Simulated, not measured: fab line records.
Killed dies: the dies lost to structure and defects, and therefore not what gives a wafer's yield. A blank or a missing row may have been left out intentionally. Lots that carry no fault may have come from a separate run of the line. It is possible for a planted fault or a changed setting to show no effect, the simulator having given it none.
Struck lot and sound lot, side by side    flow n5Finfet    17 steps out of a route of 1938
Sound: the wafers L377.1, L377.5, L377.6. The struck wafers were L370.1, L370.3, L370.6. The cause comes at the end.
At each step with rows: each side's tool, then ch and its chambers, then its first start. Under that, the readings that differ: sound wafers    struck wafers    difference of the means    sigmas: that difference in standard deviations of wafers without a fault.
alike: readings with means less than 2 such deviations apart, plus words and numbers identical on both sides. not compared: withheld readings, readings lacking a value on some wafer, bounds such as >300 that could conceal the same value, and numbers that have no deviation in the record and whose values overlap.
The two part at a step that has a row with sigmas, a row that says differs or no value, or rows on one side only. Numbers that don't overlap but have no deviation are shown without sigmas and don't part them. A reading missing from all wafers of one side parts the sides only when that side holds two or more wafers.

first, 7 steps without rows for these wafers: N5_BEOL_M8_COAT_60 (time 60 s, resist thk 35 nm); N5_BEOL_M8_COAT_05 (resist thk 90 nm); N5_BEOL_M8_EBR_07; N5_BEOL_M8_SOFTBAKE_06 (time 60 s); N5_BEOL_M8_EXPOSE_08 (exposes mask M8); N5_BEOL_M8_PEB_09 (peb time 60 s); N5_BEOL_M8_DEVELOP_10 (develop time 30 s).
N5_BEOL_M8_CD_MEAS_11: target cd 38.5 nm.
  sound on cdSem-03 ch 0, day 13 15:28; struck on cdSem-01 ch 0, day 11 10:22
  alike: cdNm
N5_BEOL_M8_OVL_MEAS_12:
  sound on overlay-01 ch 0, day 13 15:30; struck on overlay-02 ch 0, day 11 10:24
  alike: M8_OVL
N5_BEOL_M8_INSPECT_13: inspects for defects (brightfield).
  struck on defectInspect-01, day 11 10:26; sound on defectInspect-01, day 13 15:32
  alike: rawDefectCount
N5_BEOL_M8_DESCUM_16: chemistry O2, time 7.9 s.
  sound on rieDiel-03 ch 0,1,2, day 13 15:44; struck on rieDiel-04 ch 0,2,3, day 11 10:50
  alike: drypumpMotorCurrentA, oesProductAu, rfVppV, showerheadPlenumPTorr, throttleValvePct
  not compared: rfHoursCounterH
N5_BEOL_M8_ETCH_61: etches SiARC in CF4, target depth 45.5 nm, time 75.8 s.
  sound on rieDiel-03 ch 0,1,2, day 13 15:46; struck on rieDiel-04 ch 0,2,3, day 11 10:52
  alike: drypumpMotorCurrentA, etchRfOnTimeS, oesProductAu, rfFwdPowerW, rfVppV, showerheadPlenumPTorr, throttleValvePct
  not compared: rfHoursCounterH
N5_BEOL_M8_ETCH_62: etches SOC in N2/H2, target depth 110 nm, overetch 22 nm, time 165 s.
  sound on rieDiel-03 ch 0,1,2, day 13 15:49; struck on rieDiel-04 ch 0,2,3, day 11 10:56
reading                                    sound              struck                difference  sigmas
rfFwdPowerW (W)                            838.9 837.5 838.5  1044.4 1040.0 1040.3  +203.3      +73
rfVppV (V)                                 524.1 526.4 521.5  489.9 491.1 485.4     -35.2       -17
throttleValvePct (%)                       18.16 18.06 18.02  17.54 17.82 17.37     -0.50       -2
model.SiARC_of_BEOL_M8_COAT_60.thkNm (nm)  28.6 28.4 28.4     27.2 27.4 27.6        -1.1        
model.BEOL_M8.cdOffsetNm (nm)              0.2 -0.2 -0.4      0.6 1 1.2             +1.1        
  alike: drypumpMotorCurrentA, oesProductAu, showerheadPlenumPTorr
  not compared: rfHoursCounterH
then, 1 step without rows for these wafers: N5_BEOL_M8_STRIP_68 (strips in N2/H2).
N5_BEOL_M8_STRIP_67: strips in CF4.
  sound on rieDiel-03 ch 0,1,2, day 13 15:58; struck on rieDiel-04 ch 0,2,3, day 11 11:05
  alike: drypumpMotorCurrentA, oesProductAu, rfVppV, showerheadPlenumPTorr, throttleValvePct
  not compared: rfHoursCounterH
N5_BEOL_M8_HM_OPEN_17: chemistry Cl2/BCl3, target TiN, target depth 20 nm, overetch 6 nm.
  sound on rieMetal-01 ch 0,1, day 13 16:01; struck on rieMetal-03 ch 0,1, day 11 11:07
reading                        sound       struck       difference  sigmas
model.BEOL_M8.cdOffsetNm (nm)  0.2 0 -0.4  0.6 1.2 1.4  +1.1        
  alike: drypumpMotorCurrentA, oesProductAu, throttleValvePct
  not compared: rfHoursCounterH
N5_BEOL_M8_STRIP_19: strips in O2.
  sound on rieDiel-04 ch 0,2,3, day 13 16:07; struck on rieDiel-04 ch 1,3, day 11 11:14
  alike: drypumpMotorCurrentA, oesProductAu, rfVppV, showerheadPlenumPTorr, throttleValvePct
  not compared: rfHoursCounterH

== WHERE THEY PART ==
Within this record, at N5_BEOL_M8_ETCH_62 only. Later steps at which nothing parts them and some readings are alike: N5_BEOL_M8_STRIP_67, N5_BEOL_M8_HM_OPEN_17, N5_BEOL_M8_STRIP_19.

WHY: what the simulator had put in
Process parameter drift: rieDiel-04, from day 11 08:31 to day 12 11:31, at N5_BEOL_M8_ETCH_62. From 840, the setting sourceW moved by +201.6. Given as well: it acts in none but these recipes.
